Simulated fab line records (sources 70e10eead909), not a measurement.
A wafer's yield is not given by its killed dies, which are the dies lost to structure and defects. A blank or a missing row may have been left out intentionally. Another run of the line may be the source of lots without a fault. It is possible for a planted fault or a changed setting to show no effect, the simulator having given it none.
Matching of chambers	flow nand harc	4 sister chambers for NHARC_A_M0_CMP_23 on cmp-01
The step polishes, t overpolish 20 s, target thk 113.75 nm. 14 wafers are shown with their chamber, then 7 later ones without.

== WAFERS, EACH WITH ITS CHAMBER ==
wafer	chamber	motor current A (A)	time to endpoint s (s)
L081.2	0	14.8	27.0
L081.3	1	9.9	29.0
L081.5	2	13.2	27.6
L084.4	1	9.9	28.7
L084.5	1	10.1	30.5
L084.6	0	14.3	29.7
L085.2	2	12.7	31.0
L085.5	3	11.2	31.4
L085.6	2	12.7	28.9
L090.3	2	12.7	28.3
L090.4	1	10.4	30.1
L090.6	2	12.0	30.6
L092.2	0	15.0	30.5
L092.3	2	12.5	31.9

SIGNATURES (averages over the wafers above)
reading	chamber 0	chamber 1	chamber 2	chamber 3	scatter within a chamber
motor current A	14.700	10.075	12.633	11.200	0.344
time to endpoint s	29.067	29.575	29.717	31.400	1.53
Rule: a wafer lies at a distance from a chamber equal to the root of the sum of squares, over the readings, of (its reading less the chamber's mean, divided by the reading's scatter). The wafer belongs to the nearest chamber; if the next one is less than 2 further off, it can't be placed. The scatter is the square root of a quotient: the sum, over the shown wafers, of each reading's squared deviation from its chamber's mean, divided by wafers minus chambers.

== WAFERS WITHOUT THEIR CHAMBER ==
wafer	motor current A (A)	time to endpoint s (s)
L092.5	10.2	30.2
L092.1	11.4	29.6
L092.4	10.1	29.8
L092.6	13.8	30.1
L091.1	12.5	29.9
L091.3	11.4	31.6
L091.6	12.8	30.8

== WHICH CHAMBER EACH WENT THROUGH ==
wafer	from the rows above	in truth
L092.5	1	1
L092.1	3	3
L092.4	1	1
L092.6	can't be placed: 0 or 2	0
L091.1	2	2
L091.3	3	3
L091.6	2	2
6 of 7 placed correctly. Not placeable from these rows: 1 (in 1, the candidates include the true chamber). 0 placed wrongly.
